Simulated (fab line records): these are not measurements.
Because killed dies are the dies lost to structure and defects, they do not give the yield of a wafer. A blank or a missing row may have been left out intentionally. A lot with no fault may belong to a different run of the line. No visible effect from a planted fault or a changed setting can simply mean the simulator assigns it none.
Which of the tools did it? | flow n5Finfet | 25 wafers from 9 lots sampled at 8 of the route's 1938 steps

WHAT EACH GAUGE READ, for each wafer
N5_BEOL_M0_SAQP_OVL_MEAS_15.
lot  | measured     | on         | M0_CORE_OVL (nm)
L612 | day 5 09:58  | overlay-01 | 1.3 0.0 0.3
L618 | day 7 00:39  | overlay-02 | 0.8 -0.2 -0.7
L619 | day 7 08:08  | overlay-02 | 0.6 0.6 -1.0
L620 | day 7 10:13  | overlay-02 | 0.3 -0.4 0.8
L621 | day 7 13:08  | overlay-01 | 0.4 -0.3 0.1
L629 | day 11 04:02 | overlay-01 | 0.9 0.2
L632 | day 11 07:34 | overlay-02 | 1.5 1.6 -0.3
L630 | day 11 09:03 | overlay-02 | 1.5 -1.5 0.8
L634 | day 11 09:17 | overlay-02 | 0.8 0.4

N5_BEOL_M0_SAQP_INSPECT_16: inspects for defects (brightfield).
lot  | measured     | on               | rawDefectCount
L612 | day 5 10:00  | defectInspect-01 | 812 550 568
L618 | day 7 00:40  | defectInspect-02 | 603 439 454
L619 | day 7 08:10  | defectInspect-02 | 869 655 513
L620 | day 7 10:14  | defectInspect-02 | 1009 970 975
L621 | day 7 13:10  | defectInspect-01 | 1466 1062 1068
L629 | day 11 04:03 | defectInspect-01 | 512 410
L632 | day 11 07:35 | defectInspect-02 | 474 460 430
L630 | day 11 09:04 | defectInspect-02 | 468 436 427
L634 | day 11 09:18 | defectInspect-02 | 514 631

N5_BEOL_M0_SAQP_INSPECT_42: inspects for defects (brightfield).
lot  | measured     | on               | rawDefectCount
L612 | day 5 14:15  | defectInspect-01 | 223 208 171
L618 | day 7 05:05  | defectInspect-01 | 241 242 257
L619 | day 7 11:59  | defectInspect-01 | 524 391 339
L620 | day 7 14:40  | defectInspect-02 | 853 846 931
L621 | day 7 17:55  | defectInspect-01 | 801 893 913
L629 | day 11 09:27 | defectInspect-01 | 328 238
L632 | day 11 12:11 | defectInspect-01 | 175 281 312
L630 | day 11 13:26 | defectInspect-02 | 335 211 222
L634 | day 11 13:34 | defectInspect-01 | 390 263

N5_BEOL_M0_CUTY_INSPECT_59: inspects for defects (macro).
lot  | measured     | on               | rawDefectCount
L612 | day 5 15:38  | defectInspect-02 | 1 4 4
L618 | day 7 06:39  | defectInspect-02 | 1 3 2
L619 | day 7 13:35  | defectInspect-01 | 3 3 1
L620 | day 7 16:19  | defectInspect-01 | >300 >300 >300
L621 | day 7 19:18  | defectInspect-01 | >300 >300 >300
L629 | day 11 11:10 | defectInspect-02 | 0 1
L632 | day 11 13:40 | defectInspect-01 | 3 4 3
L630 | day 11 14:50 | defectInspect-02 | 2 1 3
L634 | day 11 15:20 | defectInspect-01 | 0 1

N5_BEOL_M4_RC_MEAS_101.
lot  | measured     | on        | DIBL_N (mV/V)  | DIBL_P (mV/V)  | IOFF_N (nA/um) | IOFF_P (nA/um) | ION_N (uA/um) | ION_P (uA/um) | SS_N (mV/dec)  | SS_P (mV/dec)  | VT_N (mV)   | VT_P (mV)
L612 | day 8 08:06  | prober-02 | 36.9 36.9 37.2 | 36.3 36.9 37.8 | 0.16 0.16 0.18 | 0.22 0.22 0.23 | 673 670 678   | 467 467 466   | 71.0 71.6 71.7 | 72.9 73.0 73.3 | 248 247 249 | -250 -248 -248
L618 | day 9 18:03  | prober-02 | 34.4 35.4 35.9 | 33.7 35.4 35.8 | 0.13 0.14 0.15 | 0.19 0.21 0.22 | 676 668 673   | 468 460 464   | 71.2 71.7 71.1 | 73.0 72.4 73.9 | 254 252 248 | -252 -248 -246
L619 | day 9 18:40  | prober-01 | 35.8 37.4 35.7 | 37.3 38.3 36.9 | 0.16 0.17 0.15 | 0.21 0.22 0.19 | 681 670 680   | 466 460 468   | 70.9 71.6 71.0 | 72.9 73.8 73.2 | 252 250 251 | -251 -252 -253
L620 | day 9 19:36  | prober-01 | 34.2 36.8 38.3 | 34.9 37.7 39.7 | 0.13 0.17 0.22 | 0.18 0.24 0.27 | 669 677 696   | 460 465 475   | 71.1 71.3 72.6 | 72.9 73.5 73.5 | 252 246 242 | -253 -247 -247
L621 | day 10 12:20 | prober-02 | 35.3 33.3 36.0 | 36.0 34.3 36.6 | 0.16 0.13 0.18 | 0.26 0.22 0.28 | 686 670 686   | 475 473 477   | 72.0 70.9 71.9 | 73.8 73.4 73.5 | 249 250 249 | -244 -246 -240
L629 | day 13 17:26 | prober-01 | 39.4 39.5      | 40.3 40.7      | 0.22 0.21      | 0.30 0.31      | 684 675       | 479 470       | 73.5 72.4      | 74.3 74.2      | 247 250     | -246 -244
L632 | day 14 01:07 | prober-02 | 38.3 37.0 36.4 | 36.8 34.8 35.6 | 0.17 0.15 0.15 | 0.22 0.20 0.21 | 676 687 677   | 462 465 474   | 71.4 71.8 71.5 | 73.8 72.7 73.0 | 248 250 250 | -248 -249 -249
L630 | day 14 04:46 | prober-01 | 36.4 36.9 35.1 | 38.7 39.7 37.1 | 0.18 0.18 0.15 | 0.25 0.26 0.23 | 686 690 674   | 472 480 469   | 72.6 72.1 72.0 | 73.6 73.6 73.0 | 246 247 250 | -246 -245 -249
L634 | day 14 20:22 | prober-01 | 33.0 34.9      | 34.6 36.7      | 0.12 0.14      | 0.19 0.23      | 675 666       | 472 466       | 70.5 71.6      | 72.3 72.7      | 250 252     | -252 -248

TOOL THAT RAN EACH LOT (tool first, then ch and the chambers of the sampled wafers, then the start)
lot  | N5_MOL_CONTACT_COAG_CVD_140  | N5_BEOL_M0_SAQP_PECVD_04        | N5_BEOL_M0_SAQP_DESCUM_19
L612 | cvdW-01 ch 0,1, day 5 03:36  | pecvd-04 ch 0,1,2, day 5 09:29  | rieDiel-01 ch 2,3, day 5 10:02
L618 | cvdW-01 ch 0,1, day 6 18:49  | pecvd-04 ch 0,1, day 7 00:02    | rieDiel-02 ch 1,2,3, day 7 00:42
L619 | cvdW-02 ch 0,1, day 7 00:22  | pecvd-04 ch 0,1, day 7 07:40    | rieDiel-02 ch 0,2, day 7 08:13
L620 | cvdW-01 ch 0,1, day 7 04:52  | pecvd-04 ch 0,1,2, day 7 09:36  | rieDiel-03 ch 0,2, day 7 10:16
L621 | cvdW-02 ch 0,1, day 7 06:58  | pecvd-04 ch 0,2, day 7 12:40    | rieDiel-01 ch 0,1, day 7 13:45
L629 | cvdW-01 ch 0,1, day 10 22:12 | pecvd-04 ch 0,2, day 11 03:25   | rieDiel-01 ch 0,2, day 11 04:16
L632 | cvdW-02 ch 0,1, day 10 23:52 | pecvd-04 ch 1,2, day 11 06:58   | rieDiel-02 ch 0,1,2, day 11 07:40
L630 | cvdW-02 ch 0,1, day 11 02:47 | pecvd-02 ch 0,1,2, day 11 08:35 | rieDiel-01 ch 0,3, day 11 09:06
L634 | cvdW-01 ch 0, day 11 03:41   | pecvd-01 ch 0,2, day 11 08:37   | rieDiel-02 ch 0,3, day 11 09:33
- N5_MOL_CONTACT_COAG_CVD_140: deposits W, target thk 66.5 nm, time 215 s.
- N5_BEOL_M0_SAQP_PECVD_04: deposits a-Si from SiH4/He, target thk 60 nm, time 60.2 s.
- N5_BEOL_M0_SAQP_DESCUM_19: chemistry O2, time 7.9 s.

WHAT THE TOOLS THEMSELVES READ (means of the sampled wafers that have a number; where no wafer has one, the mark that the record gives instead)
N5_MOL_CONTACT_COAG_CVD_140.
lot  | tool    | heaterPowerW (W)
L612 | cvdW-01 | 429
L618 | cvdW-01 | 437
L619 | cvdW-02 | 548
L620 | cvdW-01 | 444
L621 | cvdW-02 | 520
L629 | cvdW-01 | 436
L632 | cvdW-02 | 515
L630 | cvdW-02 | 546
L634 | cvdW-01 | 458

N5_BEOL_M0_SAQP_PECVD_04.
lot  | tool     | heaterPowerW (W) | showerheadPlenumPTorr (Torr) | throttleValvePct (%)
L612 | pecvd-04 | 715              | 5.66                         | 19.0
L618 | pecvd-04 | 697              | 5.67                         | 19.5
L619 | pecvd-04 | 775              | 5.62                         | 19.9
L620 | pecvd-04 | 747              | 5.67                         | 19.0
L621 | pecvd-04 | 709              | 5.66                         | 18.6
L629 | pecvd-04 | 678              | 5.64                         | 18.9
L632 | pecvd-04 | 722              | 5.73                         | 18.6
L630 | pecvd-02 | 606              | 5.69                         | 18.2
L634 | pecvd-01 | 627              | 5.65                         | 18.4

N5_BEOL_M0_SAQP_DESCUM_19.
lot  | tool       | drypumpMotorCurrentA (A) | oesProductAu (a.u.) | rfVppV (V) | showerheadPlenumPTorr (Torr) | tempC (C) | throttleValvePct (%)
L612 | rieDiel-01 | 5.5                      | 0.76                | 243.9      | 2.10                         | 40.05     | 20.39
L618 | rieDiel-02 | 6.0                      | 0.69                | 241.1      | 2.01                         | 40.02     | 20.66
L619 | rieDiel-02 | 5.9                      | 0.87                | 242.8      | 2.05                         | 40.20     | 20.37
L620 | rieDiel-03 | 5.5                      | 0.77                | 243.9      | 2.10                         | 39.86     | 20.21
L621 | rieDiel-01 | 6.0                      | 0.89                | 245.0      | 2.19                         | 40.05     | 19.98
L629 | rieDiel-01 | 6.1                      | 0.81                | 243.9      | 2.10                         | 40.11     | 20.19
L632 | rieDiel-02 | 5.7                      | 0.86                | 242.1      | 2.02                         | 39.99     | 20.46
L630 | rieDiel-01 | 5.7                      | 0.88                | 242.5      | 2.07                         | 39.88     | 20.08
L634 | rieDiel-02 | 5.9                      | 0.79                | 241.7      | 2.01                         | 39.81     | 20.41

THE ANSWER, worked out from the rows above alone
Rule: usual is defined by the lots themselves. The widest of any qualifying gaps counts: lots, ordered by their means at a reading, are off when they make up no more than a third of the lots, leave a main group of 4 or more, and stand apart from it by 3 or more times the standard deviation of that group's means. A main group whose means are all the same, to the digits that the tables above print for the reading, isn't used. Also off: a lot with no number at a reading for which 4 or more lots have one. All remaining lots with rows at the step are treated as sound. The gauges are gone through in route order, then the tools' own readings, and for those a lot's mean is taken as printed above. At the first step where some lot is off, the reading lying furthest off is the one used; lots without a number count as furthest.
Off, at N5_BEOL_M0_SAQP_INSPECT_16 on rawDefectCount: L620, L621. Main group: mean 536, sd 89.
If a tool, at a process step before that reading, ran all the lots that are off and no sound lot after the first of them, it fits. Those tools and the gauges at N5_BEOL_M0_SAQP_INSPECT_16 are tried in the same way. Not one of the candidates tried fits.

WHAT THE SIMULATOR HAD INSERTED
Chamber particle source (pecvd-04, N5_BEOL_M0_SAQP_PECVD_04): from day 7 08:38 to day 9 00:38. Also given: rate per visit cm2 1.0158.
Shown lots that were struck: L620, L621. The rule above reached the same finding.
